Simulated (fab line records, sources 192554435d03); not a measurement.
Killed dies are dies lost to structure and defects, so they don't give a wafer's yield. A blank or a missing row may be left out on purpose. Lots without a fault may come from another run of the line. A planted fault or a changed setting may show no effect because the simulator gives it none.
fab line records | flow n5_finfet | part 2 of 2: steps 5 to 6 of 6
record lots=24 wafers=72 last_day=18
route steps=1938 shown BEOL_M8@1334 BEOL_M9@1417
lots that met no fault: from a run of the same line without faults
start_h: hours from the record's first day to the start of the lot's first wafer shown | wait_h: hours since the lot's step before | " the same as in the row above | L1.1+2: a row that stands for several wafers | - no value, or no start given | * or withheld: withheld | < > ~ a bound
route shown NAME@n: a module of which the file shows steps, and the number in the route of the first | usual: mean/standard deviation of fault-free wafers | same: alike in all rows | chamber/n: place in a boat | sites: the reading at each site | _std_site: their standard deviation | _edge_site: outer sites' mean less inner sites' | radius_mm: how far each site lies from the wafer's centre | mask NAME#n: copy n | behind: the tool/chamber that last shaped the wafer | hold: why the lot was held/for how many hours/how that ended | device: the transistor (n, p or np) that didn't switch | end of line: the same wafers' tests at the end of the route | a step without rows: its recipe alone | killed: dies lost to structure and defects at the first sort, not the wafer's yield | map: a wafer's dies, x killed, . not, _ none there
set.NAME: the setting as run; set.NAME@STEP: as run at that earlier step | model.NAME: the simulator's own value behind a step, which no gauge read
steps of the route over a sample of lots; a table a step, a row a wafer
services: from which hour (start_h, from the record's first day; less than 0 if before it) a tool's chamber was out of use, for how many hours, and why
## steps
# step N5_BEOL_M8_PRE_CLEAN_45
# recipe gas=H2/He time_s=30 temp_c=250
# usual heater_power_w=337/22
# columns lot.wafer tool chamber start_h wait_h heater_power_w
L074.2 pvd_sputter-01 - 222.82 0.0 322
L074.5 " - " " 348
L074.6 " - " " 318
L075.1 pvd_sputter-02 - 229.40 0.0 365
L075.2 " - " " 345
L075.6 " - " " 344
L076.3 pvd_sputter-02 - 229.56 0.0 344
L076.5 " - " " 323
L076.6 " - " " 383
L077.1 pvd_sputter-02 - 229.76 0.0 330
L077.3 " - " " 325
L077.6 " - " " 333
L080.3 pvd_sputter-01 - 235.89 0.0 341
L080.4 " - " " 324
L080.5 " - " " 315
L078.1 pvd_sputter-02 - 235.94 0.0 386
L078.2 " - " " 343
L078.6 " - " " 344
L079.1 pvd_sputter-02 - 236.44 0.0 369
L079.4 " - " " 351
L079.5 " - " " 358
L081.1 pvd_sputter-02 - 262.80 0.0 338
L081.2 " - " " 338
L081.5 " - " " 337
L084.1 pvd_sputter-03 - 263.26 0.0 295
L084.3 " - " " 318
L084.5 " - " " 317
L083.2 pvd_sputter-01 - 263.69 0.0 310
L083.4 " - " " 345
L083.6 " - " " 316
L082.2 pvd_sputter-01 - 265.41 0.0 311
L082.5 " - " " 330
L082.6 " - " " 318
L086.3 pvd_sputter-03 - 291.16 0.0 324
L086.5 " - " " 379
L086.6 " - " " 320
L088.2 pvd_sputter-02 - 296.35 0.0 328
L088.3 " - " " 335
L088.6 " - " " 344
L085.3 pvd_sputter-01 - 298.62 0.0 329
L085.4 " - " " 319
L085.5 " - " " 348
L087.2 pvd_sputter-02 - 299.61 0.0 343
L087.4 " - " " 341
L087.5 " - " " 381
L090.1 pvd_sputter-02 - 302.97 0.0 337
L090.2 " - " " 369
L090.3 " - " " 342
L092.2 pvd_sputter-03 - 313.47 0.0 382
L092.4 " - " " 295
L092.5 " - " " 322
L089.1 pvd_sputter-03 - 314.17 0.0 318
L089.3 " - " " 325
L089.4 " - " " 295
L091.2 pvd_sputter-02 - 321.24 0.0 320
L091.4 " - " " 370
L091.6 " - " " 323
L093.2 pvd_sputter-03 - 337.38 0.0 321
L093.3 " - " " 315
L093.4 " - " " 295
L095.4 pvd_sputter-02 - 337.74 0.0 341
L095.5 " - " " 372
L095.6 " - " " 332
L094.3 pvd_sputter-02 - 338.32 0.0 347
L094.4 " - " " 326
L094.6 " - " " 352
L096.2 pvd_sputter-03 - 352.40 0.0 374
L096.3 " - " " 295
L096.5 " - " " 311
L097.1 pvd_sputter-01 - 372.95 0.0 325
L097.4 " - " " 342
L097.5 " - " " 311
# step N5_BEOL_M9_DESCUM_16
# recipe chemistry=O2 time_s=7.9 source_power_w=50 bias_power_w=20 pressure_mtorr=20 rf_frequency_hz=2.712e+07 temp_c=40 resist=CAR-ArF o2_flow_sccm=225
# usual drypump_motor_current_A=5.7/0.56 oes_product_au=0.78/0.09 rf_vpp_V=242.8/1.3 showerhead_plenum_p_Torr=2.07/0.071 throttle_valve_pct=20.3/0.31
# columns lot.wafer tool chamber start_h wait_h drypump_motor_current_A oes_product_au rf_hours_counter_h rf_vpp_V showerhead_plenum_p_Torr throttle_valve_pct
L074.2 rie_diel-02 3 226.60 0.2 6.6 0.85 61 242.8 2.03 19.9
L074.5 " 3 " " 6.6 0.84 - 242.8 2.03 19.9
L074.6 " 0 " " 5.8 0.68 - 244.2 2.16 21.1
L076.3 rie_diel-03 1 235.91 0.0 6.3 0.69 240 243.2 2.14 20.2
L076.5 " 3 " " 5.8 0.77 - 244.5 2.10 20.2
L076.6 " 2 " " 5.7 0.71 - 242.8 2.09 20.9
L075.1 rie_diel-04 3 236.08 0.0 6.2 0.72 221 243.6 2.05 20.2
L075.2 " 1 " " 5.3 0.82 100 241.8 2.02 20.0
L075.6 " 1 " " 5.3 0.81 - 242.7 2.02 20.0
L077.1 rie_diel-03 1 236.25 0.0 6.3 0.68 240 244.5 2.14 20.2
L077.3 " 2 " " 5.6 0.73 220 243.4 2.09 20.9
L077.6 " 0 " " 5.1 0.69 - 243.4 2.06 20.8
L080.3 rie_diel-04 2 242.03 0.0 5.2 0.73 167 242.9 2.10 20.2
L080.4 " 0 " " 5.9 0.73 150 241.5 1.92 20.4
L080.5 " 1 " " 5.3 0.82 - 242.3 2.02 20.0
L078.1 rie_diel-02 0 244.22 0.1 5.7 0.68 239 244.4 2.16 21.1
L078.2 " 2 " " 4.6 0.90 21 245.2 2.14 20.3
L078.6 " 2 " " 4.7 0.90 - 244.2 2.14 20.3
L079.1 rie_diel-04 1 244.29 0.1 5.3 0.81 102 243.3 2.02 20.1
L079.4 " 0 " " 5.9 0.73 151 239.1 1.92 20.4
L079.5 " 0 " " 5.9 0.72 - 240.9 1.92 20.4
L081.1 rie_diel-03 2 266.37 0.0 5.6 0.70 231 244.5 2.09 20.9
L081.2 " 3 " " 5.8 0.75 123 243.2 2.10 20.2
L081.5 " 2 " " 5.6 0.70 - 243.0 2.09 20.9
L083.2 rie_diel-04 0 270.06 0.0 5.9 0.72 157 242.2 1.92 20.4
L083.4 " 1 " " 5.3 0.80 110 242.2 2.02 20.1
L083.6 " 3 " " 6.2 0.71 - 243.5 2.04 20.2
L084.1 rie_diel-02 1 270.22 0.0 6.6 0.67 229 244.0 2.16 20.7
L084.3 " 2 " " 4.7 0.89 28 244.4 2.14 20.3
L084.5 " 3 " " 6.6 0.83 - 241.7 2.03 20.0
L082.2 rie_diel-04 1 271.57 0.0 5.3 0.80 111 241.8 2.02 20.1
L082.5 " 3 " " 6.2 0.71 - 243.0 2.04 20.3
L082.6 " 0 " " 5.9 0.72 - 240.4 1.92 20.4
L086.3 rie_diel-04 2 296.68 0.0 5.2 0.72 184 242.6 2.10 20.2
L086.5 " 2 " " 5.2 0.71 - 242.9 2.10 20.2
L086.6 " 1 " " 5.3 0.79 - 242.8 2.02 20.1
L088.2 rie_diel-04 3 304.29 0.0 6.2 0.70 240 241.5 2.04 20.3
L088.3 " 1 " " 5.3 0.78 120 242.9 2.02 20.1
L088.6 " 3 " " 6.3 0.70 - 243.9 2.04 20.3
L085.3 rie_diel-04 1 304.81 0.1 5.3 0.79 120 242.6 2.02 20.1
L085.4 " 0 " " 5.9 0.72 168 239.7 1.91 20.4
L085.5 " 3 " " 6.2 0.71 - 242.4 2.04 20.3
L087.2 rie_diel-02 0 305.53 0.1 5.7 0.96 5 243.4 2.16 20.7
L087.4 " 3 " " 6.6 0.82 88 241.4 2.02 20.0
L087.5 " 0 " " 5.7 0.96 - 243.3 2.16 20.7
L090.1 rie_diel-03 0 310.57 0.0 5.1 0.93 11 241.4 2.06 20.5
L090.2 " 2 " " 5.6 0.71 241 243.4 2.08 20.9
L090.3 " 1 " " 6.3 0.92 9 244.3 2.14 19.8
L092.2 rie_diel-04 0 318.08 0.0 5.9 0.71 171 239.2 1.91 20.4
L092.4 " 1 " " 5.3 0.78 124 241.8 2.01 20.1
L092.5 " 1 " " 5.3 0.79 - 241.2 2.01 20.1
L089.1 rie_diel-02 1 321.17 0.0 6.6 0.65 247 243.3 2.15 20.7
L089.3 " 2 " " 4.7 0.85 45 243.5 2.13 20.4
L089.4 " 0 " " 5.7 0.95 9 244.1 2.16 20.7
L091.2 rie_diel-03 2 328.77 0.2 5.7 0.70 248 244.7 2.08 20.9
L091.4 " 3 " " 5.8 0.74 - 243.9 2.09 20.2
L091.6 " 2 " " 5.6 0.69 - 241.8 2.08 20.9
L093.2 rie_diel-02 3 342.69 0.8 6.6 0.81 100 240.3 2.02 20.0
L093.3 " 0 " " 5.7 0.92 18 243.4 2.15 20.7
L093.4 " 0 " " 5.8 0.93 - 245.2 2.15 20.7
L095.4 rie_diel-03 0 343.29 0.0 5.1 0.92 - 241.6 2.06 20.5
L095.5 " 1 " " 6.3 0.89 - 244.8 2.13 19.9
L095.6 " 3 " " 5.8 0.73 - 243.0 2.09 20.2
L094.3 rie_diel-03 0 343.76 0.0 5.1 0.93 15 242.7 2.06 20.5
L094.4 " 0 " " 5.1 0.93 - 242.7 2.06 20.5
L094.6 " 3 " " 5.8 0.74 - 243.1 2.09 20.2
L096.2 rie_diel-04 3 356.16 0.0 6.2 0.99 1 243.7 2.03 19.9
L096.3 " 0 " " 5.9 0.70 183 239.4 1.91 20.5
L096.5 " 0 " " 5.9 0.70 - 240.2 1.91 20.5
L097.1 rie_diel-02 2 376.93 0.0 4.6 0.84 61 243.6 2.13 20.4
L097.4 " 0 " " 5.7 0.91 28 242.3 2.15 20.8
L097.5 " 2 " " 4.6 0.83 - 244.3 2.13 20.4
## services
# columns tool chamber start_h hours kind
rie_diel-06 1 199.25 14.5 repair
rie_diel-06 - 209.18 0.3 repair
rie_diel-04 1 209.51 16.5 repair
rie_diel-06 - 210.01 4.8 repair
rie_diel-06 1 216.20 8.8 repair
rie_diel-06 2 216.94 4.0 repair
rie_diel-06 0 227.20 14.4 repair
rie_diel-05 - 236.83 0.2 repair
rie_diel-02 0 238.33 5.8 repair
rie_diel-06 2 241.76 6.5 repair
rie_diel-01 1 255.42 3.4 repair
rie_diel-05 0 265.60 - clean
rie_diel-05 0 265.60 - consumable_replace:focus_ring
rie_diel-05 0 265.60 22.7 scheduled_down
rie_diel-01 2 270.68 4.7 repair
rie_diel-03 - 271.55 14.6 pm
rie_diel-05 - 273.86 14.6 pm
rie_diel-05 3 314.94 11.0 repair
rie_diel-03 0 318.78 21.1 repair
rie_diel-04 0 319.25 5.6 repair
rie_diel-06 3 333.55 2.8 repair
rie_diel-06 - 334.62 0.7 repair
rie_diel-05 1 355.36 13.1 repair
pvd_sputter-02 - 357.48 4.6 repair
